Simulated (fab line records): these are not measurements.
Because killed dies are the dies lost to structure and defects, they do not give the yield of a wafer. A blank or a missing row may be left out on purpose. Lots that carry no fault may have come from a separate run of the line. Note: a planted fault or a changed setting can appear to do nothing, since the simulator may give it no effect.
fab line records	flow nandHarc
record: lots: 12	wafers: 36	lastDay: 24
route steps=1159 shown P_ZERO_WELL@46 P_STI@100 P_GATE@119 END@1159
lots untouched by any fault: they come from a run of this same line in which no faults occurred
startH: the number of hours between the record's first day and the start of the first shown wafer of the lot	waitH: how many hours have passed since the lot's step before this one	" repeats the value in the row above	L1.1+2: a row that stands for several wafers	- no value, or no start given	* or withheld: withheld	< > ~ a bound
route shown NAME@n: a module of which the file shows steps, and the number in the route of the first	usual: mean/standard deviation of fault-free wafers	same: alike in all rows	chamber/n: place in a boat	sites: readings site by site	_std_site: standard deviation of those values	_edge_site: outer sites' mean less inner sites'	radiusMm: for every site, how far away it sits from the centre of the wafer	mask NAME#n: copy n	behind: the tool/chamber that last shaped the wafer	hold: what put the lot on hold/how long, in hours/how the hold closed	device: the transistor (n, p or np) that didn't switch	end of line: the same wafers' tests at the end of the route	where a step has no rows: the recipe by itself	killed: count of dies lost to structure and defects at first sort (not the wafer's yield)	map: shows each die of a wafer: x if killed, . if not, _ if none is there
set.NAME: the setting the step ran with; set.NAME@STEP: the setting that earlier step ran with	model.NAME: the simulator's own value behind a step, which no gauge read
steps of the route over a sample of lots; a table a step, a row a wafer
services: from which hour (startH, from the record's first day; less than 0 if before it) a tool's chamber was out of use, for how many hours, and why
== steps ==
step: NHARC_P_ZERO_WELL_DESCUM_39
recipe: timeS: 3	o2FlowSccm: 200	arFlowSccm: 0	biasPowerW: 0	chemistry: O2
usual: drypumpMotorCurrentA: 5.6/0.38	oesProductAu: 1.000/0.012	rfVppV: 57.7/0.87	showerheadPlenumPTorr: 1.90/0.071	throttleValvePct: 11.311/0.0083
lot.wafer	tool	chamber	startH	waitH	drypumpMotorCurrentA	oesProductAu	rfHoursCounterH	rfVppV	showerheadPlenumPTorr	throttleValvePct
L858.3	rieDiel-03	2	34.33	-	6.0	0.978	12	57.6	1.84	11.299
L858.6	"	0	"	"	5.8	0.983	-	57.4	1.90	11.292
L858.5	"	1	"	"	6.2	0.988	-	59.0	1.98	11.307
L860.3	rieDiel-07	0	46.17	-	6.0	0.992	10	58.1	1.88	11.308
L860.6	"	0	"	"	6.0	1.004	-	57.0	1.88	11.307
L860.5	"	1	"	"	5.9	1.006	-	56.0	1.82	11.304
L862.3	rieDiel-03	2	58.27	-	6.0	0.995	1	59.2	1.84	11.317
L862.2	"	0	"	"	5.9	0.999	1	56.1	1.90	11.312
L862.5	"	2	"	"	6.0	0.997	-	56.6	1.84	11.311
L864.2	rieDiel-03	0	70.60	-	5.9	0.999	1	59.1	1.90	11.311
L864.4	"	1	"	"	6.1	0.996	1	57.2	1.98	11.307
L864.6	"	2	"	"	6.0	0.999	-	58.0	1.84	11.311
L870.4	rieDiel-03	2	106.34	-	6.0	0.995	4	57.7	1.84	11.302
L870.1	"	3	"	"	5.5	1.018	4	58.0	2.04	11.310
L870.5	"	0	"	"	5.9	1.005	-	58.2	1.90	11.309
L871.3	rieDiel-05	0	112.28	-	5.4	0.984	9	58.4	1.94	11.320
L871.4	"	3	"	"	5.9	1.007	9	58.5	1.85	11.314
L871.6	"	1	"	"	5.1	1.012	-	57.1	1.80	11.307
L872.2	rieDiel-07	0	118.13	-	6.0	0.988	4	56.2	1.88	11.304
L872.3	"	2	"	"	5.2	0.996	5	58.1	1.85	11.322
L872.1	"	3	"	"	5.0	0.998	4	58.5	1.94	11.323
L873.3	rieDiel-07	3	124.32	-	5.0	1.010	5	58.0	1.94	11.309
L873.4	"	1	"	"	6.0	1.005	5	57.6	1.82	11.309
L873.5	"	2	"	"	5.2	1.000	-	57.0	1.85	11.292
L874.2	rieDiel-05	3	130.27	-	5.9	0.994	12	56.8	1.85	11.318
L874.3	"	0	"	"	5.4	0.978	11	57.3	1.94	11.311
L874.5	"	3	"	"	5.9	0.992	-	57.9	1.85	11.313
L875.4	rieDiel-07	2	136.34	-	5.2	0.989	6	57.7	1.85	11.321
L875.1	"	0	"	"	6.0	0.994	5	58.7	1.88	11.314
L875.6	"	3	"	"	5.0	1.002	-	59.3	1.94	11.317
L876.2	rieDiel-03	3	142.39	-	5.5	1.023	6	57.8	2.04	11.324
L876.5	"	1	"	"	6.1	0.987	-	58.8	1.98	11.317
L876.6	"	0	"	"	5.8	1.007	-	57.6	1.90	11.303
L878.1	rieDiel-03	2	154.28	-	6.0	1.011	6	59.1	1.84	11.299
L878.2	"	3	"	"	5.6	1.024	7	57.3	2.04	11.319
L878.4	"	1	"	"	6.2	0.982	6	57.6	1.98	11.314
step: NHARC_P_STI_CMP_21
recipe: tOverpolishS: 20	targetThkNm: 380.67
usual: motorCurrentA: 12.0/1.1	overpolishRunS: 20.000/0.0096
lot.wafer	tool	chamber	startH	waitH	motorCurrentA	overpolishRunS
L858.3	cmp-04	1	82.72	0.4	11.2	19.990
L858.6	"	2	"	"	10.9	19.993
L858.5	"	3	"	"	11.6	20.007
L860.3	cmp-03	0	82.82	0.5	12.9	20.000
L860.5	"	3	"	"	11.8	20.003
L860.6	"	0	"	"	12.9	20.007
L862.2	cmp-01	3	93.79	0.4	11.3	19.994
L862.3	"	1	"	"	11.2	19.995
L862.5	"	2	"	"	14.1	19.989
L864.2	cmp-03	3	114.09	0.4	11.2	19.994
L864.4	"	1	"	"	14.8	20.014
L864.6	"	0	"	"	13.7	20.003
L870.1	cmp-03	1	143.52	0.4	15.2	20.006
L870.4	"	2	"	"	12.3	19.990
L870.5	"	0	"	"	11.7	20.004
L871.3	cmp-04	0	152.29	0.4	11.3	20.009
L871.4	"	3	"	"	12.0	19.991
L871.6	"	0	"	"	11.1	20.011
L872.3	cmp-01	2	152.29	0.4	13.3	19.981
L872.1	"	3	"	"	11.2	19.989
L872.2	"	0	"	"	12.2	20.013
L873.3	cmp-01	1	164.73	0.4	11.3	20.027
L873.4	"	0	"	"	12.2	19.997
L873.5	"	1	"	"	11.2	20.006
L874.2	cmp-01	2	171.49	0.4	13.1	19.994
L874.3	"	0	"	"	11.9	20.007
L874.5	"	2	"	"	13.0	20.005
L875.1	cmp-01	2	178.16	0.4	13.7	20.007
L875.4	"	0	"	"	12.6	19.994
L875.6	"	3	"	"	11.2	19.980
L876.2	cmp-04	0	178.18	0.4	11.2	20.006
L876.5	"	3	"	"	11.2	19.999
L876.6	"	0	"	"	11.6	19.990
L878.1	cmp-01	2	193.93	0.4	12.8	19.988
L878.2	"	3	"	"	11.1	19.995
L878.4	"	0	"	"	11.7	20.000
step: NHARC_P_GATE_EXPOSE_08
recipe: na: 0.6	doseMj: 16.75	maskId: P_HV
lot.wafer	tool	chamber	startH	waitH	mask
L858.3+5+6	krfScanner-04	0	99.20	-	P_HV#0
L860.3+5+6	krfScanner-01	0	99.36	-	P_HVPW#0
L862.2+3+5	krfScanner-01	0	110.79	-	P_HV#0
L864.2+4+6	krfScanner-02	0	126.94	-	P_HV#0
L870.1+4+5	krfScanner-01	0	161.83	-	P_HV#0
L871.3+4+6	krfScanner-01	0	171.32	-	P_HV#0
L872.1+2+3	krfScanner-02	0	171.47	-	P_HV#0
L873.3+4+5	krfScanner-02	0	182.75	-	P_HV#0
L874.2+3+5	krfScanner-02	0	188.36	-	P_HV#0
L875.1+4+6	krfScanner-02	0	197.04	-	P_HV#0
L876.2+5+6	krfScanner-01	0	197.21	-	P_HV#0
L878.1+2+4	krfScanner-01	0	213.23	-	P_HV#0
step: NHARC_P_GATE_CD_MEAS_11
recipe: targetCdNm: 1640	landingEnergyEv: 500
usual: cdNm: 1640.4/1.5
lot.wafer	tool	chamber	startH	waitH	cdNm
L858.3	cdSem-01	0	99.35	-	1640.7
L858.5	"	0	"	"	1642.6
L858.6	"	0	"	"	1640.9
L860.3	cdSem-01	0	99.51	-	-
L860.5	"	0	"	"	-
L860.6	"	0	"	"	-
L862.2	cdSem-02	0	110.94	-	1639.7
L862.3	"	0	"	"	1642.4
L862.5	"	0	"	"	1642.3
L864.2	cdSem-03	0	127.09	-	1639.5
L864.4	"	0	"	"	1639.4
L864.6	"	0	"	"	1639.3
L870.1	cdSem-01	0	161.99	-	1640.6
L870.4	"	0	"	"	1640.1
L870.5	"	0	"	"	1639.6
L871.3	cdSem-02	0	171.47	-	1639.8
L871.4	"	0	"	"	1638.1
L871.6	"	0	"	"	1639.6
L872.1	cdSem-01	0	171.62	-	1642.2
L872.2	"	0	"	"	1640.7
L872.3	"	0	"	"	1644.0
L873.3	cdSem-02	0	182.90	-	1640.7
L873.4	"	0	"	"	1640.9
L873.5	"	0	"	"	1637.7
L874.2	cdSem-01	0	188.51	-	1641.3
L874.3	"	0	"	"	1641.9
L874.5	"	0	"	"	1642.3
L875.1	cdSem-03	0	197.20	-	1640.2
L875.4	"	0	"	"	1639.8
L875.6	"	0	"	"	1638.9
L876.2	cdSem-02	0	197.36	-	1640.1
L876.5	"	0	"	"	1639.2
L876.6	"	0	"	"	1638.8
L878.1	cdSem-01	0	213.40	-	1642.5
L878.2	"	0	"	"	1641.6
L878.4	"	0	"	"	1638.5
step: NHARC_P_GATE_STRIP_108
recipe: o2FlowSccm: 500	arFlowSccm: 0	biasW: 0	chemistry: O2
usual: drypumpMotorCurrentA: 5.7/0.48	oesProductAu: 0.996/0.0084	rfVppV: 57.7/0.9	showerheadPlenumPTorr: 3.52/0.17	throttleValvePct: 17.037/0.0094
lot.wafer	tool	chamber	startH	waitH	drypumpMotorCurrentA	oesProductAu	rfHoursCounterH	rfVppV	showerheadPlenumPTorr	throttleValvePct
L860.3	rieDiel-11	3	114.15	-	5.5	0.994	35	58.2	3.65	17.033
L860.5	"	0	"	"	6.5	0.985	-	58.6	3.30	17.054
L860.6	"	1	"	"	5.9	1.002	-	57.7	3.38	17.030
L858.3	rieDiel-06	3	115.37	-	6.4	0.997	10	58.4	3.52	17.033
L858.5	"	3	"	"	6.4	0.993	-	58.1	3.52	17.020
L858.6	"	1	"	"	5.4	1.014	-	56.7	3.57	17.035
L862.3	rieDiel-11	1	127.62	-	5.9	1.009	36	56.6	3.38	17.029
L862.2	"	2	"	"	6.0	0.999	37	56.3	3.29	17.043
L862.5	"	3	"	"	5.5	0.997	-	57.3	3.65	17.048
L864.4	rieDiel-06	2	141.57	-	5.3	1.001	13	58.9	3.77	17.047
L864.2	"	3	"	"	6.4	0.999	13	59.2	3.52	17.033
L864.6	"	1	"	"	5.5	0.986	-	58.3	3.56	17.038
L870.1	rieDiel-11	1	183.06	-	5.9	0.999	58	56.9	3.37	17.029
L870.5	"	0	"	"	6.5	0.988	-	57.0	3.28	17.048
L870.4	"	3	"	"	5.5	0.995	-	56.9	3.64	17.046
L871.3	rieDiel-06	0	187.54	-	5.5	0.981	19	58.1	3.29	17.041
L871.4	"	2	"	"	5.3	1.005	22	57.2	3.77	17.044
L871.6	"	0	"	"	5.5	0.993	-	56.5	3.29	17.028
L872.2	rieDiel-09	2	187.69	-	5.5	1.000	36	58.2	3.55	17.051
L872.1	"	3	"	"	5.7	0.994	36	57.2	3.35	17.041
L872.3	"	1	"	"	4.7	1.005	33	58.1	3.69	17.044
L873.3	rieDiel-11	3	198.75	-	5.5	0.994	0	57.2	3.64	17.039
L873.4	"	0	"	"	6.5	0.985	-	57.2	3.81	17.036
L873.5	"	3	"	"	5.5	0.991	-	56.6	3.64	17.047
L874.3	rieDiel-11	1	203.08	-	6.0	1.005	2	58.0	3.37	17.049
L874.2	"	0	"	"	6.4	0.996	2	57.4	3.81	17.034
L874.5	"	3	"	"	5.5	0.993	-	57.5	3.64	17.040
L875.4	rieDiel-06	3	211.78	-	6.4	0.988	29	58.8	3.51	17.031
L875.1	"	0	"	"	5.5	0.992	26	57.1	3.28	17.043
L875.6	"	2	"	"	5.3	1.006	-	58.7	3.76	17.022
L876.2	rieDiel-06	3	212.11	-	6.4	0.984	29	57.2	3.51	17.042
L876.6	"	2	"	"	5.3	1.011	-	57.4	3.76	17.015
L876.5	"	3	"	"	6.4	0.998	-	58.1	3.51	17.035
L878.1	rieDiel-06	3	228.15	-	6.4	1.004	31	58.6	3.51	17.030
L878.2	"	0	"	"	5.5	0.997	28	56.7	3.28	17.037
L878.4	"	1	"	"	5.4	0.996	29	58.8	3.55	17.052
step: NHARC_END_SORT_01
recipe: tempC: 25
usual: killedAtArray: 29/11	killedAtOther: 0.7/1.1	killedAtPeriphery: 2.9/2.2	killedDies: 33/11	killedOpen: 3.1/1.8	killedShort: 1.9/1.4
same: grossDies: 677
lot.wafer	tool	chamber	startH	waitH	hold	killedAtArray	killedAtOther	killedAtPeriphery	killedDies	killedOpen	killedShort
L860.3	prober-01	0	465.62	3.1	awaitDispo/4.4h/scrap	35	0	642	677	4	0
L860.5	prober-01	0	467.21	3.7	awaitDispo/4.4h/scrap	36	1	640	677	4	2
L860.6	prober-01	0	468.01	4.0	awaitDispo/4.4h/scrap	43	0	634	677	5	2
L858.3	prober-02	0	470.70	3.1	-	25	0	4	29	5	3
L858.5	prober-02	0	472.30	3.7	-	20	0	3	23	5	1
L858.6	prober-02	0	473.10	4.0	-	29	0	3	32	5	3
L862.2	prober-02	0	489.96	2.8	-	15	0	3	18	2	0
L862.3	prober-02	0	490.75	3.1	-	17	0	9	26	3	2
L862.5	prober-02	0	492.34	3.7	-	14	0	7	21	3	1
L864.2	prober-02	0	497.73	2.8	-	25	1	0	26	2	3
L864.4	prober-02	0	499.32	3.4	-	23	0	3	26	1	0
L864.6	prober-02	0	500.90	4.0	-	29	0	4	33	3	1
L870.1	prober-01	0	521.42	2.5	-	44	1	4	49	5	1
L870.4	prober-01	0	523.80	3.4	-	49	3	0	52	2	2
L870.5	prober-01	0	524.59	3.7	-	33	7	3	43	3	1
L872.1	prober-02	0	534.15	2.5	-	20	2	3	25	1	5
L872.2	prober-02	0	534.96	2.8	-	25	1	2	28	3	1
L872.3	prober-02	0	535.77	3.1	-	15	1	0	16	2	4
L871.3	prober-01	0	535.74	3.1	-	43	1	2	46	4	0
L871.4	prober-01	0	536.53	3.4	-	46	0	0	46	1	1
L871.6	prober-01	0	538.12	4.0	-	51	0	3	54	4	2
L873.3	prober-01	0	543.48	3.1	-	41	0	6	47	2	2
L873.4	prober-01	0	544.28	3.4	-	35	1	2	38	3	2
L873.5	prober-01	0	545.08	3.7	-	32	1	3	36	3	3
L876.2	prober-02	0	556.04	2.8	-	29	0	2	31	4	0
L876.5	prober-02	0	558.44	3.7	-	22	0	6	28	4	1
L876.6	prober-02	0	559.24	4.0	-	18	0	1	19	1	0
L874.2	prober-01	0	556.04	2.8	-	47	0	0	47	4	1
L874.3	prober-01	0	556.84	3.1	-	48	0	3	51	3	5
L874.5	prober-01	0	558.44	3.7	-	47	1	0	48	1	5
L875.1	prober-01	0	563.01	2.5	-	40	1	6	47	5	3
L875.4	prober-01	0	565.40	3.4	-	51	0	3	54	5	4
L875.6	prober-01	0	566.99	4.0	-	47	0	3	50	2	3
L878.1	prober-02	0	569.26	2.5	-	34	2	0	36	3	2
L878.2	prober-02	0	570.07	2.8	-	31	2	0	33	0	3
L878.4	prober-02	0	571.69	3.4	-	26	6	1	33	2	1
killed by level:class
L860.3 P_GATE:areaExpose=640 A_CHANNEL_HOLE_D1:chamberFilmFlake=12 A_SLIT:chamberFilmFlake=7 A_CONTACT:chamberFilmFlake=7 A_SGD_CUT:chamberFilmFlake=4 A_CHANNEL_FILL_D1:geometricParticle:open=2 A_WL_FILL:geometricParticle:open=1 A_CONTACT:geometricParticle:open=1
L860.5 P_GATE:areaExpose=636 A_CHANNEL_HOLE_D1:chamberFilmFlake=13 A_SLIT:chamberFilmFlake=8 A_SGD_CUT:chamberFilmFlake=6 A_CONTACT:chamberFilmFlake=5 P_CONTACT:geometricParticle:open=1 P_M0:geometricParticle:short=1 P_M1:geometricParticle:open=1
L860.6 P_GATE:areaExpose=630 A_SLIT:chamberFilmFlake=12 A_CHANNEL_HOLE_D1:chamberFilmFlake=7 A_SGD_CUT:chamberFilmFlake=5 A_STAIRCASE:chamberFilmFlake=4 A_CONTACT:chamberFilmFlake=4 A_M0:chamberFilmFlake=4 A_WL_FILL:geometricParticle:open=2
L858.3 A_CHANNEL_HOLE_D1:chamberFilmFlake=15 A_CONTACT:geometricParticle:open=3 P_CONTACT:chamberFilmFlake=2 A_CONTACT:chamberFilmFlake=2 P_M0:geometricParticle:open=1 P_BONDPAD:geometricParticle:open=1 A_STAIRCASE:geometricParticle:short=1 A_CONTACT:geometricParticle:short=1
L858.5 A_CHANNEL_HOLE_D1:chamberFilmFlake=12 A_CONTACT:chamberFilmFlake=3 A_CONTACT:geometricParticle:open=2 P_M0:geometricParticle:open=1 P_M1:geometricParticle:open=1 A_ONON_D1:geometricParticle:open=1 A_M0:geometricParticle:short=1 P_GATE:chamberFilmFlake=1
L858.6 A_CHANNEL_HOLE_D1:chamberFilmFlake=16 A_CONTACT:chamberFilmFlake=5 A_M0:geometricParticle:open=2 P_STI:geometricParticle:short=1 P_M0:geometricParticle:open=1 A_ONON_D1:geometricParticle:short=1 A_ONON_D1:geometricParticle:open=1 A_CHANNEL_FILL_D1:geometricParticle:short=1
L862.2 A_ZERO_WELL:chamberFilmFlake=4 A_CONTACT:chamberFilmFlake=4 A_CHANNEL_FILL_D1:geometricParticle:open=2 P_GATE:chamberFilmFlake=2 A_CHANNEL_HOLE_D1:chamberFilmFlake=2 P_ZERO_WELL:chamberFilmFlake=1 A_STAIRCASE:chamberFilmFlake=1 A_SLIT:chamberFilmFlake=1
L862.3 P_GATE:chamberFilmFlake=4 A_CHANNEL_HOLE_D1:chamberFilmFlake=4 A_CONTACT:geometricParticle:open=2 A_ZERO_WELL:chamberFilmFlake=2 A_STAIRCASE:chamberFilmFlake=2 A_SLIT:chamberFilmFlake=2 A_CONTACT:chamberFilmFlake=2 P_M0:geometricParticle:open=1
L862.5 A_CONTACT:chamberFilmFlake=8 P_ZERO_WELL:chamberFilmFlake=2 P_M1:chamberFilmFlake=2 P_M0:geometricParticle:open=1 A_CHANNEL_HOLE_D1:geometricParticle:open=1 A_CONTACT:geometricParticle:short=1 A_CONTACT:geometricParticle:open=1 P_STI:chamberFilmFlake=1
L864.2 A_CHANNEL_HOLE_D1:chamberFilmFlake=16 A_STAIRCASE:chamberFilmFlake=3 A_CONTACT:geometricParticle:open=2 A_CONTACT:chamberFilmFlake=2 A_WL_FILL:geometricParticle:short=1 A_CONTACT:geometricParticle:short=1 STARTING-WAFER:geometricParticle:short=1
L864.4 A_CHANNEL_HOLE_D1:chamberFilmFlake=13 A_CONTACT:chamberFilmFlake=5 A_STAIRCASE:chamberFilmFlake=2 A_CONTACT:geometricParticle:open=1 P_ZERO_WELL:chamberFilmFlake=1 P_STI:chamberFilmFlake=1 P_M1:chamberFilmFlake=1 A_ZERO_WELL:chamberFilmFlake=1
L864.6 A_CHANNEL_HOLE_D1:chamberFilmFlake=18 A_CONTACT:chamberFilmFlake=7 A_STAIRCASE:chamberFilmFlake=2 P_CONTACT:geometricParticle:open=1 P_M0:geometricParticle:open=1 P_M1:geometricParticle:short=1 A_CHANNEL_FILL_D1:geometricParticle:open=1 P_GATE:chamberFilmFlake=1
L870.1 A_SLIT:chamberFilmFlake=18 A_CHANNEL_HOLE_D1:chamberFilmFlake=17 A_STAIRCASE:chamberFilmFlake=3 A_CONTACT:chamberFilmFlake=3 P_STI:geometricParticle:open=1 P_CONTACT:geometricParticle:open=1 P_M1:geometricParticle:open=1 A_SOURCE_PLATE:geometricParticle:short=1
L870.4 A_SLIT:chamberFilmFlake=21 A_CHANNEL_HOLE_D1:chamberFilmFlake=18 A_STAIRCASE:chamberFilmFlake=3 THIN_TSV:chamberFilmFlake=3 A_CONTACT:chamberFilmFlake=2 A_SOURCE_PLATE:geometricParticle:open=1 A_CHANNEL_FILL_D1:geometricParticle:short=1 A_WL_FILL:geometricParticle:short=1
L870.5 A_CHANNEL_HOLE_D1:chamberFilmFlake=17 A_SLIT:chamberFilmFlake=8 A_STAIRCASE:chamberFilmFlake=6 THIN_TSV:chamberFilmFlake=6 P_GATE:geometricParticle:open=1 P_M1:geometricParticle:open=1 A_CONTACT:geometricParticle:short=1 A_BLC:geometricParticle:open=1
L872.1 A_STAIRCASE:chamberFilmFlake=6 A_CHANNEL_HOLE_D1:chamberFilmFlake=5 P_STI:chamberFilmFlake=3 A_ONON_D1:geometricParticle:short=2 A_CONTACT:chamberFilmFlake=2 A_SLIT:chamberFilmFlake=2 A_ONON_D1:geometricParticle:open=1 A_CHANNEL_FILL_D1:geometricParticle:short=1
L872.2 A_CHANNEL_HOLE_D1:chamberFilmFlake=9 A_STAIRCASE:chamberFilmFlake=4 A_SLIT:chamberFilmFlake=4 A_CONTACT:chamberFilmFlake=4 P_STI:chamberFilmFlake=2 A_SOURCE_PLATE:geometricParticle:open=1 A_ONON_D1:geometricParticle:open=1 A_BLC:geometricParticle:open=1
L871.3 A_CHANNEL_HOLE_D1:chamberFilmFlake=18 A_SLIT:chamberFilmFlake=16 A_CONTACT:chamberFilmFlake=4 A_STAIRCASE:chamberFilmFlake=2 P_M0:geometricParticle:open=1 A_ONON_D1:geometricParticle:open=1 A_WL_FILL:geometricParticle:open=1 A_CONTACT:geometricParticle:open=1
L872.3 A_CHANNEL_HOLE_D1:chamberFilmFlake=8 A_ONON_D1:geometricParticle:short=2 A_ONON_D1:geometricParticle:open=1 A_CONTACT:geometricParticle:open=1 A_M0:geometricParticle:short=1 STARTING-WAFER:geometricParticle:short=1 A_STAIRCASE:chamberFilmFlake=1 A_CONTACT:chamberFilmFlake=1
L871.4 A_CHANNEL_HOLE_D1:chamberFilmFlake=17 A_SLIT:chamberFilmFlake=16 A_STAIRCASE:chamberFilmFlake=5 A_CONTACT:chamberFilmFlake=4 A_ZERO_WELL:chamberFilmFlake=2 A_ONON_D1:geometricParticle:short=1 A_CONTACT:geometricParticle:open=1
L871.6 A_SLIT:chamberFilmFlake=18 A_CHANNEL_HOLE_D1:chamberFilmFlake=18 A_STAIRCASE:chamberFilmFlake=5 A_ZERO_WELL:chamberFilmFlake=3 A_CONTACT:geometricParticle:open=2 A_CONTACT:chamberFilmFlake=2 P_GATE:geometricParticle:open=1 P_M0:geometricParticle:short=1
L873.3 A_SLIT:chamberFilmFlake=21 A_CONTACT:chamberFilmFlake=6 A_CHANNEL_HOLE_D1:chamberFilmFlake=5 A_STAIRCASE:chamberFilmFlake=3 P_STI:chamberFilmFlake=2 P_GATE:chamberFilmFlake=2 A_CHANNEL_FILL_D1:chamberFilmFlake=2 A_BLC:chamberFilmFlake=2
L873.4 A_SLIT:chamberFilmFlake=18 A_CHANNEL_HOLE_D1:chamberFilmFlake=5 A_CONTACT:chamberFilmFlake=4 A_ZERO_WELL:chamberFilmFlake=3 A_CONTACT:geometricParticle:open=2 P_GATE:chamberFilmFlake=2 A_WL_FILL:geometricParticle:open=1 A_CONTACT:geometricParticle:short=1
L873.5 A_SLIT:chamberFilmFlake=13 A_CHANNEL_HOLE_D1:chamberFilmFlake=5 A_CONTACT:chamberFilmFlake=5 A_STAIRCASE:chamberFilmFlake=4 A_M0:geometricParticle:open=2 P_STI:chamberFilmFlake=2 A_CHANNEL_FILL_D1:geometricParticle:short=1 A_WL_FILL:geometricParticle:short=1
L876.2 A_CHANNEL_HOLE_D1:chamberFilmFlake=10 A_CONTACT:chamberFilmFlake=7 A_M1:chamberFilmFlake=4 A_WL_FILL:chamberFilmFlake=3 P_CONTACT:geometricParticle:open=2 A_STAIRCASE:chamberFilmFlake=2 A_CHANNEL_FILL_D1:geometricParticle:open=1 A_SGD_CUT:geometricParticle:open=1
L874.2 A_CHANNEL_HOLE_D1:chamberFilmFlake=18 A_SLIT:chamberFilmFlake=17 A_CONTACT:chamberFilmFlake=4 A_CHANNEL_FILL_D1:chamberFilmFlake=2 A_SOURCE_PLATE:geometricParticle:open=1 A_ONON_D1:geometricParticle:open=1 A_CHANNEL_FILL_D1:geometricParticle:open=1 A_WL_FILL:geometricParticle:short=1
L874.3 A_CHANNEL_HOLE_D1:chamberFilmFlake=18 A_SLIT:chamberFilmFlake=17 A_CHANNEL_FILL_D1:geometricParticle:short=2 A_M0:geometricParticle:short=2 A_STAIRCASE:chamberFilmFlake=2 A_CONTACT:chamberFilmFlake=2 P_GATE:geometricParticle:short=1 P_M1:geometricParticle:open=1
L876.5 A_CHANNEL_HOLE_D1:chamberFilmFlake=7 A_STAIRCASE:chamberFilmFlake=4 A_CONTACT:chamberFilmFlake=4 P_BONDPAD:chamberFilmFlake=3 A_CONTACT:geometricParticle:open=2 P_GATE:chamberFilmFlake=2 P_M0:geometricParticle:open=1 A_SGD_CUT:geometricParticle:open=1
L874.5 A_SLIT:chamberFilmFlake=17 A_CHANNEL_HOLE_D1:chamberFilmFlake=16 A_CONTACT:chamberFilmFlake=4 A_CHANNEL_FILL_D1:geometricParticle:short=2 A_CHANNEL_FILL_D1:chamberFilmFlake=2 A_STAIRCASE:chamberFilmFlake=2 A_CHANNEL_HOLE_D1:geometricParticle:short=1 A_STAIRCASE:geometricParticle:open=1
L876.6 A_CHANNEL_HOLE_D1:chamberFilmFlake=12 A_CONTACT:chamberFilmFlake=3 A_SOURCE_PLATE:geometricParticle:open=1 P_M0:chamberFilmFlake=1 A_CHANNEL_FILL_D1:chamberFilmFlake=1 A_M0:chamberFilmFlake=1
L875.1 A_CHANNEL_HOLE_D1:chamberFilmFlake=18 A_SLIT:chamberFilmFlake=12 A_STAIRCASE:chamberFilmFlake=3 A_CONTACT:geometricParticle:open=2 P_M0:chamberFilmFlake=2 A_CONTACT:chamberFilmFlake=2 P_STI:geometricParticle:open=1 P_CONTACT:geometricParticle:open=1
L875.4 A_CHANNEL_HOLE_D1:chamberFilmFlake=20 A_SLIT:chamberFilmFlake=15 A_STAIRCASE:chamberFilmFlake=5 A_WL_FILL:geometricParticle:short=4 A_CONTACT:chamberFilmFlake=3 A_WL_FILL:geometricParticle:open=2 P_CONTACT:geometricParticle:open=1 A_CONTACT:geometricParticle:open=1
L875.6 A_CHANNEL_HOLE_D1:chamberFilmFlake=22 A_SLIT:chamberFilmFlake=13 A_CONTACT:chamberFilmFlake=4 P_M0:chamberFilmFlake=2 A_STAIRCASE:chamberFilmFlake=2 A_ONON_D1:geometricParticle:open=1 A_ONON_D1:geometricParticle:short=1 A_CHANNEL_HOLE_D1:geometricParticle:short=1
L878.1 A_SLIT:chamberFilmFlake=16 A_CHANNEL_HOLE_D1:chamberFilmFlake=8 A_WL_FILL:chamberFilmFlake=3 A_CONTACT:geometricParticle:short=2 A_CONTACT:chamberFilmFlake=2 HYBRID_BOND:chamberFilmFlake=2 A_SGD_CUT:geometricParticle:open=1 A_BLC:geometricParticle:open=1
L878.2 A_SLIT:chamberFilmFlake=18 A_CHANNEL_HOLE_D1:chamberFilmFlake=4 A_STAIRCASE:chamberFilmFlake=2 A_CONTACT:chamberFilmFlake=2 HYBRID_BOND:chamberFilmFlake=2 A_ONON_D1:geometricParticle:short=1 A_WL_FILL:geometricParticle:short=1 A_M0:geometricParticle:short=1
L878.4 A_SLIT:chamberFilmFlake=14 A_CHANNEL_HOLE_D1:chamberFilmFlake=8 HYBRID_BOND:chamberFilmFlake=4 A_WL_FILL:chamberFilmFlake=2 P_CONTACT:geometricParticle:open=1 A_ONON_D1:geometricParticle:short=1 A_WL_FILL:geometricParticle:open=1 THIN_TSV:chamberFilmFlake=1
== services ==
tool	chamber	startH	hours	kind
rieDiel-11	-	12.57	9.0	pm
krfScanner-02	-	38.00	4.0	pm
rieDiel-03	-	38.30	9.0	pm
rieDiel-11	0	48.97	13.1	repair
cmp-01	-	55.18	4.2	repair
rieDiel-06	-	64.20	9.0	pm
krfScanner-01	-	67.03	20.0	repair
krfScanner-02	-	71.02	2.7	repair
cmp-01	-	82.74	4.0	pm
krfScanner-01	-	87.06	4.0	pm
krfScanner-01	-	103.81	1.0	repair
rieDiel-06	0	105.37	14.6	repair
krfScanner-01	-	127.72	4.4	repair
krfScanner-01	-	134.09	2.3	repair
rieDiel-03	2	134.41	12.3	repair
cmp-01	-	135.30	1.8	repair
krfScanner-02	-	159.96	4.6	repair
rieDiel-11	3	170.06	4.1	repair
cmp-01	-	171.79	0.9	repair
cmp-01	-	180.74	4.0	pm
cmp-01	-	186.12	3.9	repair
krfScanner-01	-	212.28	0.2	repair
rieDiel-03	-	215.30	9.0	pm
rieDiel-06	-	221.35	1.5	repair
== key ==
firstSign: step: NHARC_P_GATE_EXPOSE_08	reading: mask	direction: changed
effect: step: NHARC_P_GATE_CD_MEAS_11	reading: cdNm	direction: missing
effect: step: NHARC_END_SORT_01	reading: killedAtPeriphery	direction: up	sigmas: 99+	usual: 2.9	struck: 638.7
moreKillsBornAt: NHARC_P_GATE_EXPOSE_08@krfScanner-01: 1906
metAt NHARC_P_GATE_EXPOSE_08
struckLots L860
laterRowsLeftOut L860.3,L860.5,L860.6
testerLeftOut L860
notActingAt NHARC_P_ZERO_WELL_DESCUM_39,NHARC_P_STI_CMP_21,NHARC_P_GATE_STRIP_108
fault: kind: wrongMask	tool: any	chamber: -	onsetH: 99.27	steps: NHARC_P_GATE_EXPOSE_08	auxCopy: P_HVPW#0	scope: struckLotsOnly
testerLeftOut: of these lots the tester's yield and bins aren't shown, on N5 and GAA mostly nor the transistor test; their killed dies are dies lost to structure and defects alone, not to doping, threshold or leakage, so they don't give the yield
laterRowsLeftOut: the simulator's readings of these wafers behind a module that went badly wrong aren't trusted and aren't shown, but for the sort
